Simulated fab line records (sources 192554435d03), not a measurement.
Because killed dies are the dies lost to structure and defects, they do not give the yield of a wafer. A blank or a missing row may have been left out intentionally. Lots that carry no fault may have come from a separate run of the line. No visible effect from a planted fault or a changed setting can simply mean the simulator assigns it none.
fab line records	flow n5_finfet
[record] lots = 24	wafers = 72	last_day = 17
route steps=1938 shown BEOL_M13@1703 BEOL_M14@1727
lots untouched by any fault: they come from a run of this same line in which no faults occurred
start_h: hours from the record's opening day to when the first of the lot's shown wafers began	wait_h: hours from the lot's prior step to this one	" unchanged from the row above	L1.1+2: a row that stands for several wafers	- no value, or no start was given	* or withheld: withheld	< > ~ a bound
route shown NAME@n: names a module that has steps shown in the file, with the first one's number in the route	usual: the fault-free wafers' mean and standard deviation	same: alike in all rows	chamber/n: place in a boat	sites: readings site by site	_std_site: how widely they spread, as a standard deviation	_edge_site: outer sites' mean less inner sites'	radius_mm: how far each site lies from the wafer's centre	mask NAME#n: copy n	behind: the most recent tool/chamber to have shaped the wafer	hold: why the lot went on hold/how many hours it stayed there/how the hold came to an end	device: whichever transistor did not switch (one of n, p or np)	end of line: at the end of the route, the tests of the same wafers	a step given without rows: its recipe and nothing more	killed: at the first sort, the dies lost to defects and structure; wafer yield is something else	map: per-die view of a wafer (x killed, . not killed, _ where there is no die)
set.NAME: the setting as run; set.NAME@STEP: as run at that earlier step	model.NAME: the simulator's own value behind a step, which no gauge read
steps of the route over a sample of lots; a table a step, a row a wafer
services: the hour from which a tool's chamber was out of use, counted from the record's first day as start_h (under 0 if before that day), plus the number of hours and why
[[steps]]
[step N5_BEOL_M13_DEGAS_41]
[recipe] ambient = vacuum	temp_c = 250	time_s = 60
[usual] heater_power_w = 319/35
lot.wafer	tool	chamber	start_h	wait_h	heater_power_w
L075.2	pvd_sputter-01	-	241.21	0.1	319
L075.3	"	-	"	"	287
L075.6	"	-	"	"	352
L074.1	pvd_sputter-02	-	253.38	0.0	335
L074.2	"	-	"	"	286
L074.6	"	-	"	"	338
L076.1	pvd_sputter-01	-	256.14	0.5	391
L076.3	"	-	"	"	355
L076.4	"	-	"	"	310
L077.2	pvd_sputter-03	-	272.12	0.4	353
L077.3	"	-	"	"	315
L077.6	"	-	"	"	372
L078.1	pvd_sputter-02	-	272.19	0.4	281
L078.2	"	-	"	"	327
L078.5	"	-	"	"	281
L080.1	pvd_sputter-01	-	272.24	0.3	347
L080.2	"	-	"	"	279
L080.6	"	-	"	"	272
L079.1	pvd_sputter-01	-	276.66	0.0	355
L079.5	"	-	"	"	308
L079.6	"	-	"	"	400
L081.3	pvd_sputter-03	-	280.07	0.1	316
L081.4	"	-	"	"	347
L081.5	"	-	"	"	331
L082.1	pvd_sputter-01	-	295.34	0.5	283
L082.3	"	-	"	"	306
L082.4	"	-	"	"	392
L085.1	pvd_sputter-02	-	309.90	0.2	341
L085.3	"	-	"	"	304
L085.6	"	-	"	"	284
L084.2	pvd_sputter-01	-	310.02	0.1	310
L084.4	"	-	"	"	350
L084.5	"	-	"	"	318
L083.4	pvd_sputter-02	-	310.22	0.2	279
L083.5	"	-	"	"	339
L083.6	"	-	"	"	309
L086.2	pvd_sputter-02	-	317.31	0.5	304
L086.4	"	-	"	"	282
L086.6	"	-	"	"	340
L087.1	pvd_sputter-02	-	318.83	0.5	282
L087.3	"	-	"	"	282
L087.6	"	-	"	"	288
L088.1	pvd_sputter-02	-	325.46	0.2	313
L088.5	"	-	"	"	339
L088.6	"	-	"	"	289
L091.1	pvd_sputter-03	-	346.21	0.8	315
L091.2	"	-	"	"	347
L091.4	"	-	"	"	382
L089.3	pvd_sputter-03	-	347.17	0.7	350
L089.4	"	-	"	"	375
L089.5	"	-	"	"	306
L090.2	pvd_sputter-02	-	351.16	0.4	285
L090.5	"	-	"	"	301
L090.6	"	-	"	"	340
L093.3	pvd_sputter-02	-	354.57	0.3	277
L093.4	"	-	"	"	277
L093.5	"	-	"	"	284
L092.2	pvd_sputter-01	-	363.13	1.1	288
L092.3	"	-	"	"	354
L092.4	"	-	"	"	399
L095.4	pvd_sputter-02	-	378.01	0.1	280
L095.5	"	-	"	"	310
L095.6	"	-	"	"	284
L094.2	pvd_sputter-02	-	378.37	0.4	289
L094.3	"	-	"	"	304
L094.5	"	-	"	"	288
L096.2	pvd_sputter-02	-	383.86	0.7	338
L096.3	"	-	"	"	284
L096.6	"	-	"	"	287
L097.1	pvd_sputter-02	-	386.64	0.3	275
L097.3	"	-	"	"	313
L097.4	"	-	"	"	282
[step N5_BEOL_M14_OVL_MEAS_11]
[recipe] points_per_wafer = 44
[usual] V13_OVL = 0/5.5
lot.wafer	tool	chamber	start_h	wait_h	V13_OVL[nm]
L075.2	overlay-02	0	243.16	0.0	-4
L075.3	"	0	"	"	-1
L075.6	"	0	"	"	2
L074.1	overlay-01	0	255.78	0.0	-5
L074.2	"	0	"	"	3
L074.6	"	0	"	"	-4
L076.1	overlay-01	0	258.10	0.0	11
L076.3	"	0	"	"	11
L076.4	"	0	"	"	9
L077.2	overlay-01	0	274.03	0.0	-3
L077.3	"	0	"	"	-7
L077.6	"	0	"	"	-10
L078.1	overlay-01	0	274.19	0.0	1
L078.2	"	0	"	"	-3
L078.5	"	0	"	"	0
L080.1	overlay-02	0	274.35	0.0	-1
L080.2	"	0	"	"	0
L080.6	"	0	"	"	0
L079.1	overlay-01	0	278.58	0.0	-2
L079.5	"	0	"	"	4
L079.6	"	0	"	"	6
L081.3	overlay-02	0	282.02	0.0	7
L081.4	"	0	"	"	-1
L081.5	"	0	"	"	10
L082.1	overlay-01	0	297.17	0.0	17
L082.3	"	0	"	"	13
L082.4	"	0	"	"	11
L085.1	overlay-01	0	311.74	0.0	2
L085.3	"	0	"	"	-4
L085.6	"	0	"	"	-4
L084.2	overlay-02	0	312.04	0.0	6
L084.4	"	0	"	"	2
L084.5	"	0	"	"	-5
L083.4	overlay-01	0	312.29	0.0	-5
L083.5	"	0	"	"	-9
L083.6	"	0	"	"	3
L086.2	overlay-02	0	319.18	0.1	10
L086.4	"	0	"	"	6
L086.6	"	0	"	"	6
L087.1	overlay-02	0	321.13	0.0	5
L087.3	"	0	"	"	-1
L087.6	"	0	"	"	1
L088.1	overlay-02	0	327.29	0.0	6
L088.5	"	0	"	"	6
L088.6	"	0	"	"	4
L091.1	overlay-02	0	348.04	0.0	5
L091.2	"	0	"	"	2
L091.4	"	0	"	"	-2
L089.3	overlay-01	0	349.00	0.0	3
L089.4	"	0	"	"	-5
L089.5	"	0	"	"	6
L090.2	overlay-02	0	353.29	0.0	-10
L090.5	"	0	"	"	2
L090.6	"	0	"	"	-7
L093.3	overlay-01	0	356.55	0.0	-9
L093.4	"	0	"	"	-6
L093.5	"	0	"	"	1
L092.2	overlay-02	0	365.10	0.0	-5
L092.3	"	0	"	"	1
L092.4	"	0	"	"	2
L095.4	overlay-02	0	379.97	0.0	-6
L095.5	"	0	"	"	-12
L095.6	"	0	"	"	-4
L094.2	overlay-02	0	380.32	0.0	1
L094.3	"	0	"	"	0
L094.5	"	0	"	"	1
L096.2	overlay-02	0	385.72	0.0	-5
L096.3	"	0	"	"	1
L096.6	"	0	"	"	-8
L097.1	overlay-02	0	388.84	0.0	3
L097.3	"	0	"	"	0
L097.4	"	0	"	"	4
[step N5_BEOL_M14_ETCH_59]
[recipe] chemistry = N2/H2	target = BARC	target_depth_a = 890	overetch_a = 267	time_s = 67.9	ion_energy_ev = 200	pressure_mtorr = 30	source_w = 840	bias_w = 150	n2_flow_sccm = 200	h2_flow_sccm = 200
[usual] drypump_motor_current_A = 5.7/0.4	h2_flow_sccm = 200.0/0.64	oes_product_au = 0.70/0.045	rf_vpp_V = 524.8/2.4	showerhead_plenum_p_Torr = 2.57/0.084	throttle_valve_pct = 17.84/0.3
lot.wafer	tool	chamber	start_h	wait_h	drypump_motor_current_A	h2_flow_sccm	oes_product_au	rf_hours_counter_h	rf_vpp_V	showerhead_plenum_p_Torr	throttle_valve_pct
L075.2	rie_diel-03	3	243.25	0.0	5.7	200.8	0.69	75	524.2	2.58	17.82
L075.3	"	1	"	"	5.7	200.5	0.75	36	528.0	2.69	17.54
L075.6	"	2	"	"	5.5	201.1	0.73	-	527.6	2.71	18.21
L074.1	rie_diel-03	3	255.88	0.0	5.7	199.6	0.69	79	524.1	2.58	17.82
L074.2	"	2	"	"	5.5	200.4	0.73	61	528.0	2.70	18.23
L074.6	"	2	"	"	5.5	201.0	0.73	-	528.0	2.70	18.21
L076.1	rie_diel-02	3	258.19	0.0	4.9	200.6	0.67	118	524.2	2.56	17.63
L076.3	"	0	"	"	6.4	199.2	0.73	58	522.8	2.48	18.14
L076.4	"	2	"	"	5.6	200.1	0.82	4	522.2	2.48	17.55
L077.2	rie_diel-02	2	274.15	0.0	5.5	201.1	0.79	10	522.0	2.48	17.58
L077.3	"	3	"	"	4.9	199.3	0.66	124	523.5	2.56	17.64
L077.6	"	0	"	"	6.4	200.3	0.73	-	521.8	2.48	18.16
L078.1	rie_diel-06	2	274.34	0.0	5.1	198.9	0.69	64	525.3	2.58	17.59
L078.2	"	3	"	"	5.8	200.9	0.68	107	527.4	2.66	17.67
L078.5	"	1	"	"	6.0	200.4	0.65	-	520.6	2.43	17.77
L080.1	rie_diel-02	0	274.49	0.0	6.5	201.3	0.73	64	521.2	2.48	18.16
L080.2	"	3	"	"	4.9	199.5	0.66	124	524.3	2.56	17.65
L080.6	"	2	"	"	5.6	200.0	0.80	-	523.3	2.48	17.57
L079.1	rie_diel-03	2	278.68	0.0	5.5	199.7	0.72	71	529.1	2.70	18.24
L079.5	"	1	"	"	5.7	200.5	0.72	-	526.9	2.68	17.57
L079.6	"	0	"	"	6.1	200.6	0.67	-	523.2	2.55	18.31
L081.3	rie_diel-03	1	282.12	0.0	5.6	198.9	0.74	51	528.6	2.68	17.57
L081.4	"	0	"	"	6.1	198.7	0.67	133	524.1	2.55	18.30
L081.5	"	1	"	"	5.6	199.3	0.72	-	526.9	2.68	17.58
L082.1	rie_diel-02	3	297.27	0.0	4.9	200.3	0.66	132	524.0	2.56	17.64
L082.3	"	2	"	"	5.6	200.9	0.78	18	523.2	2.48	17.60
L082.4	"	1	"	"	5.7	201.1	0.76	27	526.4	2.58	17.50
L085.1	rie_diel-02	3	311.83	0.0	4.9	199.8	0.65	137	523.8	2.56	17.67
L085.3	"	1	"	"	5.7	199.5	0.74	33	524.3	2.58	17.50
L085.6	"	3	"	"	5.0	200.0	0.66	-	523.2	2.56	17.67
L084.2	rie_diel-06	3	312.13	0.0	5.8	200.1	0.67	119	526.3	2.66	17.69
L084.4	"	2	"	"	5.2	200.5	0.69	76	524.2	2.58	17.61
L084.5	"	3	"	"	5.8	199.7	0.66	-	526.6	2.66	17.67
L083.4	rie_diel-03	3	312.45	0.0	5.7	200.0	0.67	100	525.1	2.57	17.86
L083.5	"	0	"	"	6.1	200.0	0.67	-	524.3	2.54	18.34
L083.6	"	1	"	"	5.7	199.9	0.72	-	527.4	2.67	17.59
L086.2	rie_diel-03	1	319.32	0.0	5.6	200.9	0.72	65	527.6	2.67	17.60
L086.4	"	2	"	"	5.5	199.3	0.70	85	527.5	2.69	18.26
L086.6	"	3	"	"	5.6	199.8	0.67	-	523.2	2.57	17.86
L087.1	rie_diel-02	1	321.22	0.0	5.7	200.8	0.75	35	525.5	2.58	17.50
L087.3	"	0	"	"	6.5	199.9	0.71	79	521.5	2.47	18.17
L087.6	"	2	"	"	5.6	199.7	0.76	-	523.1	2.47	17.60
L088.1	rie_diel-06	1	327.38	0.0	6.1	201.1	0.63	153	522.3	2.42	17.78
L088.5	"	2	"	"	5.1	200.5	0.68	-	524.9	2.58	17.63
L088.6	"	1	"	"	6.1	199.9	0.64	-	520.7	2.42	17.80
L091.1	rie_diel-06	3	348.67	0.0	5.8	201.6	0.66	134	525.9	2.65	17.72
L091.2	"	1	"	"	6.1	199.6	0.62	163	520.6	2.41	17.81
L091.4	"	0	"	"	6.2	200.0	0.66	117	527.1	2.68	17.62
L089.3	rie_diel-03	1	350.22	0.0	5.6	199.3	0.70	79	527.9	2.67	17.63
L089.4	"	2	"	"	5.5	199.5	0.69	100	528.0	2.69	18.28
L089.5	"	1	"	"	5.7	200.9	0.70	-	528.4	2.67	17.62
L090.2	rie_diel-03	2	354.29	0.0	5.5	199.4	0.69	103	526.9	2.68	18.28
L090.5	"	1	"	"	5.6	199.2	0.69	-	528.1	2.67	17.62
L090.6	"	2	"	"	5.5	199.9	0.69	-	528.2	2.69	18.30
L093.3	rie_diel-03	0	356.64	0.0	6.2	199.9	0.66	164	523.7	2.53	18.37
L093.4	"	2	"	"	5.5	200.2	0.69	104	527.5	2.68	18.29
L093.5	"	3	"	"	5.7	199.4	0.66	-	524.8	2.56	17.90
L092.2	rie_diel-02	3	365.20	0.0	4.9	199.9	0.64	145	524.5	2.55	17.66
L092.3	"	1	"	"	5.7	200.8	0.74	41	525.6	2.58	17.52
L092.4	"	0	"	"	6.5	199.6	0.71	85	520.8	2.47	18.19
L095.4	rie_diel-06	3	380.07	0.0	5.8	199.1	0.65	146	528.4	2.65	17.74
L095.5	"	1	"	"	6.1	200.0	0.62	-	520.5	2.41	17.84
L095.6	"	0	"	"	6.1	199.5	0.65	-	527.2	2.67	17.64
L094.2	rie_diel-03	3	380.47	0.0	5.6	200.1	0.65	129	523.6	2.56	17.90
L094.3	"	2	"	"	5.5	200.2	0.68	112	527.8	2.68	18.31
L094.5	"	0	"	"	6.1	199.8	0.65	-	522.7	2.53	18.38
L096.2	rie_diel-02	3	386.18	0.0	4.9	200.4	0.65	154	523.1	2.55	17.69
L096.3	"	1	"	"	5.7	200.5	0.73	49	523.9	2.57	17.52
L096.6	"	1	"	"	5.7	199.8	0.73	-	526.6	2.57	17.52
L097.1	rie_diel-02	0	389.09	0.0	6.5	199.5	0.70	94	521.3	2.46	18.22
L097.3	"	3	"	"	4.9	199.9	0.64	155	525.0	2.55	17.71
L097.4	"	2	"	"	5.6	200.7	0.74	42	521.5	2.47	17.64
[step N5_BEOL_M14_DESCUM_33]
[recipe] chemistry = O2	time_s = 7.9	source_power_w = 50	bias_power_w = 20	pressure_mtorr = 20	rf_frequency_hz = 2.712e+07	temp_c = 40	o2_flow_sccm = 225
[usual] drypump_motor_current_A = 5.7/0.43	oes_product_au = 0.82/0.059	rf_vpp_V = 243.4/1.3	showerhead_plenum_p_Torr = 2.12/0.066	throttle_valve_pct = 20.32/0.25
lot.wafer	tool	chamber	start_h	wait_h	drypump_motor_current_A	oes_product_au	rf_hours_counter_h	rf_vpp_V	showerhead_plenum_p_Torr	throttle_valve_pct
L075.2	rie_diel-02	3	244.07	0.0	4.9	0.79	113	244.2	2.12	20.18
L075.3	"	1	"	"	5.7	0.95	8	242.8	2.12	19.90
L075.6	"	0	"	"	6.4	0.88	-	242.8	2.03	20.61
L074.1	rie_diel-06	2	257.01	0.2	5.1	0.85	58	243.2	2.12	20.00
L074.2	"	0	"	"	6.1	0.82	82	245.5	2.22	20.17
L074.6	"	0	"	"	6.2	0.82	-	245.6	2.22	20.17
L076.1	rie_diel-02	0	259.17	0.1	6.5	0.88	59	243.0	2.03	20.62
L076.3	"	1	"	"	5.7	0.93	14	243.9	2.12	19.92
L076.4	"	3	"	"	4.9	0.77	119	243.6	2.12	20.19
L077.2	rie_diel-06	0	275.16	0.1	6.2	0.81	90	244.3	2.22	20.16
L077.3	"	2	"	"	5.1	0.83	64	244.4	2.12	20.00
L077.6	"	2	"	"	5.1	0.84	-	244.0	2.12	19.99
L078.1	rie_diel-03	3	275.50	0.3	5.6	0.80	87	242.6	2.12	20.37
L078.2	"	1	"	"	5.6	0.86	49	244.3	2.24	20.42
L078.5	"	3	"	"	5.6	0.81	-	245.0	2.12	20.38
L080.1	rie_diel-02	0	275.56	0.2	6.4	0.88	64	242.3	2.03	20.61
L080.2	"	2	"	"	5.5	0.95	11	243.8	2.06	20.23
L080.6	"	1	"	"	5.7	0.91	-	243.6	2.12	19.92
L079.1	rie_diel-02	3	279.88	0.4	4.9	0.77	126	243.5	2.11	20.19
L079.5	"	0	"	"	6.5	0.88	-	240.4	2.03	20.61
L079.6	"	3	"	"	4.9	0.77	-	243.9	2.11	20.19
L081.3	rie_diel-02	1	283.06	0.0	5.7	0.91	23	244.0	2.12	19.94
L081.4	"	2	"	"	5.6	0.94	13	240.8	2.06	20.22
L081.5	"	2	"	"	5.6	0.94	-	243.5	2.06	20.21
L082.1	rie_diel-06	2	298.41	0.2	5.1	0.82	71	243.1	2.12	20.00
L082.3	"	1	"	"	6.1	0.75	143	242.3	2.03	20.57
L082.4	"	0	"	"	6.1	0.80	97	244.6	2.22	20.18
L085.1	rie_diel-06	2	312.82	0.1	5.1	0.82	76	244.0	2.12	20.02
L085.3	"	3	"	"	5.8	0.79	119	242.5	2.17	20.14
L085.6	"	2	"	"	5.1	0.81	-	242.0	2.12	20.01
L084.2	rie_diel-03	1	313.08	0.0	5.6	0.85	64	246.5	2.24	20.46
L084.4	"	2	"	"	5.5	0.84	84	245.3	2.20	20.62
L084.5	"	3	"	"	5.6	0.78	-	244.4	2.12	20.40
L083.4	rie_diel-02	2	313.35	0.1	5.6	0.92	24	241.2	2.05	20.22
L083.5	"	3	"	"	4.9	0.76	-	244.2	2.11	20.23
L083.6	"	2	"	"	5.6	0.91	-	242.8	2.05	20.27
L086.2	rie_diel-06	0	320.26	0.0	6.1	0.78	104	243.4	2.21	20.20
L086.4	"	2	"	"	5.1	0.81	78	242.3	2.11	20.02
L086.6	"	0	"	"	6.2	0.79	-	245.7	2.21	20.20
L087.1	rie_diel-02	3	322.04	0.0	4.9	0.76	140	243.4	2.11	20.21
L087.3	"	1	"	"	5.7	0.89	35	244.3	2.12	19.95
L087.6	"	0	"	"	6.4	0.85	-	242.2	2.02	20.65
L088.1	rie_diel-06	1	328.19	0.0	6.1	0.73	153	241.8	2.02	20.57
L088.5	"	3	"	"	5.8	0.79	-	245.3	2.17	20.15
L088.6	"	0	"	"	6.1	0.79	-	245.4	2.21	20.22
L091.1	rie_diel-03	3	350.80	1.2	5.6	0.77	118	244.2	2.11	20.41
L091.2	"	0	"	"	6.2	0.77	162	244.0	2.07	20.72
L091.4	"	1	"	"	5.7	0.82	80	244.1	2.23	20.48
L089.3	rie_diel-03	2	351.86	0.7	5.5	0.81	101	244.9	2.19	20.66
L089.4	"	1	"	"	5.7	0.81	80	244.3	2.23	20.48
L089.5	"	0	"	"	6.1	0.76	-	242.2	2.07	20.73
L090.2	rie_diel-03	2	355.10	0.0	5.5	0.81	103	243.3	2.19	20.66
L090.5	"	2	"	"	5.5	0.81	-	243.8	2.19	20.65
L090.6	"	3	"	"	5.6	0.78	-	244.4	2.11	20.41
L093.3	rie_diel-06	1	357.47	0.0	6.1	0.72	168	241.3	2.02	20.61
L093.4	"	0	"	"	6.1	0.78	121	244.5	2.21	20.23
L093.5	"	0	"	"	6.1	0.77	-	245.7	2.21	20.23
L092.2	rie_diel-06	1	366.15	0.0	6.1	0.73	170	242.4	2.02	20.60
L092.3	"	0	"	"	6.1	0.78	124	245.6	2.21	20.22
L092.4	"	3	"	"	5.8	0.78	141	245.4	2.16	20.16
L095.4	rie_diel-02	1	381.01	0.0	5.7	0.87	47	243.1	2.11	19.96
L095.5	"	2	"	"	5.6	0.88	-	242.2	2.05	20.25
L095.6	"	1	"	"	5.7	0.87	-	243.3	2.11	19.97
L094.2	rie_diel-03	1	381.50	0.3	5.7	0.80	91	245.2	2.23	20.49
L094.3	"	3	"	"	5.6	0.75	129	243.9	2.11	20.44
L094.5	"	3	"	"	5.6	0.76	-	243.8	2.11	20.43
L096.2	rie_diel-02	0	387.03	0.0	6.4	0.83	93	241.0	2.02	20.66
L096.3	"	3	"	"	4.9	0.74	155	242.5	2.10	20.23
L096.6	"	0	"	"	6.4	0.84	-	240.9	2.02	20.67
L097.1	rie_diel-06	1	390.05	0.1	6.1	0.71	179	241.0	2.02	20.63
L097.3	"	0	"	"	6.1	0.77	133	245.1	2.20	20.24
L097.4	"	0	"	"	6.1	0.77	-	243.8	2.20	20.25
[step N5_BEOL_M14_STRIP_37]
[recipe] chemistry = O2	power_w = 600	temp_c = 60	pressure_mtorr = 30	rf_frequency_hz = 6e+07	bias_power_w = 0	overash_fraction = 0.3	o2_flow_sccm = 225
[usual] drypump_motor_current_A = 5.7/0.43	oes_product_au = 0.81/0.054	rf_vpp_V = 3.6/1.1	showerhead_plenum_p_Torr = 2.13/0.071	throttle_valve_pct = 16.61/0.23
[same] overash_fraction = 0.3
lot.wafer	tool	chamber	start_h	wait_h	drypump_motor_current_A	oes_product_au	rf_hours_counter_h	rf_vpp_V	showerhead_plenum_p_Torr	throttle_valve_pct
L075.2	rie_diel-02	3	245.56	0.9	4.9	0.77	114	5.9	2.12	16.44
L075.3	"	1	"	"	5.7	0.94	9	3.2	2.13	16.20
L075.6	"	0	"	"	6.4	0.90	-	3.9	2.03	16.78
L074.1	rie_diel-03	0	259.01	1.4	6.2	0.81	124	2.6	2.09	16.94
L074.2	"	2	"	"	5.5	0.86	63	4.4	2.21	16.83
L074.6	"	2	"	"	5.5	0.87	-	4.3	2.21	16.81
L076.1	rie_diel-03	1	261.36	1.6	5.7	0.87	43	2.9	2.25	16.68
L076.3	"	3	"	"	5.6	0.81	81	5.9	2.13	16.51
L076.4	"	0	"	"	6.1	0.80	125	3.7	2.09	16.92
L077.2	rie_diel-06	3	276.47	0.7	5.8	0.82	108	2.4	2.18	16.39
L077.3	"	1	"	"	6.1	0.74	137	3.4	2.03	16.83
L077.6	"	2	"	"	5.2	0.83	-	4.0	2.12	16.28
L078.1	rie_diel-02	0	276.51	0.4	6.4	0.87	65	2.8	2.03	16.79
L078.2	"	3	"	"	4.9	0.78	126	4.7	2.12	16.45
L078.5	"	0	"	"	6.4	0.88	-	2.7	2.03	16.79
L080.1	rie_diel-03	1	276.63	0.5	5.6	0.86	49	5.2	2.25	16.66
L080.2	"	3	"	"	5.6	0.81	87	2.8	2.13	16.53
L080.6	"	1	"	"	5.6	0.87	-	2.9	2.25	16.68
L079.1	rie_diel-03	0	280.54	0.0	6.2	0.79	133	1.9	2.09	16.97
L079.5	"	1	"	"	5.7	0.86	-	3.2	2.25	16.63
L079.6	"	2	"	"	5.5	0.84	-	4.3	2.21	16.80
L081.3	rie_diel-03	2	288.79	5.1	5.5	0.84	74	3.1	2.21	16.82
L081.4	"	0	"	"	6.1	0.79	135	3.5	2.08	16.92
L081.5	"	3	"	"	5.6	0.80	-	3.1	2.13	16.56
L082.1	rie_diel-03	2	300.60	1.6	5.5	0.85	78	3.7	2.21	16.81
L082.3	"	3	"	"	5.6	0.81	96	5.4	2.12	16.62
L082.4	"	0	"	"	6.1	0.79	140	4.1	2.08	16.98
L085.1	rie_diel-02	1	316.96	3.5	5.7	0.87	34	4.3	2.12	16.23
L085.3	"	2	"	"	5.6	0.91	26	2.9	2.06	16.41
L085.6	"	3	"	"	4.9	0.75	-	4.4	2.11	16.52
L084.2	rie_diel-02	3	319.00	5.3	4.9	0.75	139	2.6	2.11	16.50
L084.4	"	2	"	"	5.6	0.90	26	3.8	2.06	16.41
L084.5	"	0	"	"	6.5	0.85	-	2.6	2.03	16.84
L083.4	rie_diel-02	2	321.61	7.6	5.6	0.90	26	4.2	2.06	16.40
L083.5	"	0	"	"	6.5	0.86	-	4.3	2.02	16.86
L083.6	"	3	"	"	4.9	0.76	-	5.3	2.11	16.50
L086.2	rie_diel-03	2	322.61	1.7	5.5	0.84	87	2.6	2.20	16.85
L086.4	"	3	"	"	5.7	0.79	104	2.3	2.12	16.60
L086.6	"	3	"	"	5.6	0.81	-	6.1	2.12	16.58
L087.1	rie_diel-02	1	325.26	2.6	5.7	0.89	37	2.4	2.12	16.22
L087.3	"	0	"	"	6.4	0.83	81	3.9	2.02	16.81
L087.6	"	3	"	"	4.9	0.75	-	4.5	2.11	16.49
L088.1	rie_diel-06	1	328.84	0.0	6.1	0.74	153	4.4	2.03	16.82
L088.5	"	1	"	"	6.1	0.74	-	4.0	2.03	16.83
L088.6	"	2	"	"	5.1	0.82	-	4.1	2.12	16.31
L091.1	rie_diel-06	1	351.50	0.1	6.1	0.73	165	4.0	2.02	16.85
L091.2	"	2	"	"	5.1	0.82	93	3.6	2.11	16.31
L091.4	"	0	"	"	6.1	0.77	118	6.7	2.21	16.42
L089.3	rie_diel-06	0	355.12	2.6	6.1	0.78	120	3.9	2.21	16.40
L089.4	"	1	"	"	6.1	0.71	167	4.2	2.02	16.86
L089.5	"	0	"	"	6.1	0.77	-	4.9	2.21	16.45
L090.2	rie_diel-03	3	356.97	1.3	5.7	0.77	121	3.5	2.12	16.60
L090.5	"	2	"	"	5.5	0.82	-	2.7	2.20	16.90
L090.6	"	3	"	"	5.6	0.77	-	2.7	2.11	16.61
L093.3	rie_diel-06	1	361.24	3.2	6.1	0.71	169	5.7	2.02	16.87
L093.4	"	2	"	"	5.1	0.79	97	3.1	2.11	16.31
L093.5	"	3	"	"	5.8	0.77	-	2.9	2.17	16.47
L092.2	rie_diel-02	2	367.41	0.6	5.6	0.91	33	3.6	2.05	16.46
L092.3	"	3	"	"	4.9	0.75	147	1.3	2.11	16.48
L092.4	"	1	"	"	5.7	0.88	42	3.1	2.12	16.22
L095.4	rie_diel-03	0	382.74	1.1	6.1	0.74	173	4.8	2.07	17.01
L095.5	"	1	"	"	5.7	0.80	-	2.5	2.23	16.76
L095.6	"	0	"	"	6.1	0.77	-	2.1	2.07	17.03
L094.2	rie_diel-06	2	382.78	0.7	5.1	0.81	104	3.0	2.11	16.35
L094.3	"	3	"	"	5.7	0.77	147	5.0	2.17	16.46
L094.5	"	3	"	"	5.7	0.76	-	2.6	2.17	16.47
L096.2	rie_diel-06	1	389.17	1.5	6.1	0.71	179	3.3	2.02	16.88
L096.3	"	3	"	"	5.8	0.76	149	3.6	2.17	16.49
L096.6	"	1	"	"	6.1	0.72	-	3.4	2.02	16.89
L097.1	rie_diel-02	0	391.23	0.6	6.5	0.84	94	3.4	2.02	16.85
L097.3	"	3	"	"	4.9	0.75	156	4.2	2.11	16.47
L097.4	"	2	"	"	5.6	0.89	43	2.1	2.05	16.47
[step N5_BEOL_M14_INSPECT_55]
[recipe] inspect_instrument = darkfield	mode = post_dep
[usual] raw_defect_count = 65/20
lot.wafer	tool	chamber	start_h	wait_h	raw_defect_count
L075.2	defect_inspect-02	-	247.41	0.0	68
L075.3	"	-	"	"	96
L075.6	"	-	"	"	58
L074.1	defect_inspect-02	-	261.10	0.0	38
L074.2	"	-	"	"	55
L074.6	"	-	"	"	43
L076.1	defect_inspect-01	-	263.63	0.0	65
L076.3	"	-	"	"	50
L076.4	"	-	"	"	66
L077.2	defect_inspect-01	-	278.12	0.0	47
L077.3	"	-	"	"	35
L077.6	"	-	"	"	45
L078.1	defect_inspect-02	-	278.22	0.0	51
L078.2	"	-	"	"	50
L078.5	"	-	"	"	66
L080.1	defect_inspect-02	-	278.54	0.0	68
L080.2	"	-	"	"	63
L080.6	"	-	"	"	63
L079.1	defect_inspect-02	-	282.14	0.0	85
L079.5	"	-	"	"	78
L079.6	"	-	"	"	43
L081.3	defect_inspect-01	-	290.55	0.0	34
L081.4	"	-	"	"	72
L081.5	"	-	"	"	38
L082.1	defect_inspect-02	-	302.84	0.0	54
L082.3	"	-	"	"	68
L082.4	"	-	"	"	60
L085.1	defect_inspect-01	-	319.04	0.0	118
L085.3	"	-	"	"	102
L085.6	"	-	"	"	95
L084.2	defect_inspect-01	-	321.30	0.0	32
L084.4	"	-	"	"	37
L084.5	"	-	"	"	29
L083.4	defect_inspect-01	-	323.56	0.0	37
L083.5	"	-	"	"	76
L083.6	"	-	"	"	52
L086.2	defect_inspect-01	-	324.19	0.0	37
L086.4	"	-	"	"	61
L086.6	"	-	"	"	49
L087.1	defect_inspect-01	-	327.25	0.0	88
L087.3	"	-	"	"	73
L087.6	"	-	"	"	54
L088.1	defect_inspect-01	-	330.91	0.0	88
L088.5	"	-	"	"	60
L088.6	"	-	"	"	55
L091.1	defect_inspect-02	-	353.77	0.0	94
L091.2	"	-	"	"	64
L091.4	"	-	"	"	81
L089.3	defect_inspect-01	-	357.30	0.0	83
L089.4	"	-	"	"	76
L089.5	"	-	"	"	60
L090.2	defect_inspect-01	-	359.34	0.0	86
L090.5	"	-	"	"	56
L090.6	"	-	"	"	88
L093.3	defect_inspect-02	-	363.10	0.0	66
L093.4	"	-	"	"	62
L093.5	"	-	"	"	70
L092.2	defect_inspect-02	-	369.86	0.0	53
L092.3	"	-	"	"	48
L092.4	"	-	"	"	60
L095.4	defect_inspect-02	-	384.59	0.0	36
L095.5	"	-	"	"	59
L095.6	"	-	"	"	50
L094.2	defect_inspect-01	-	384.89	0.0	77
L094.3	"	-	"	"	94
L094.5	"	-	"	"	58
L096.2	defect_inspect-02	-	391.19	0.0	66
L096.3	"	-	"	"	79
L096.6	"	-	"	"	57
L097.1	defect_inspect-01	-	393.24	0.0	44
L097.3	"	-	"	"	43
L097.4	"	-	"	"	52
[[services]]
tool	chamber	start_h	hours	kind
rie_diel-02	2	220.79	6.6	repair
rie_diel-02	3	222.10	1.4	repair
rie_diel-02	2	227.67	-	clean
rie_diel-02	2	227.67	-	consumable_replace:focus_ring
rie_diel-02	2	227.67	19.5	scheduled_down
rie_diel-02	2	227.67	19.5	vent_cycle
rie_diel-03	2	246.73	2.6	repair
pvd_sputter-01	-	265.60	4.9	repair
pvd_sputter-02	-	306.05	1.9	repair
rie_diel-06	-	307.32	2.8	pm
rie_diel-02	-	329.88	24.2	repair
pvd_sputter-03	-	352.94	1.0	repair
rie_diel-06	2	386.98	7.8	repair
[[key]]
fault none
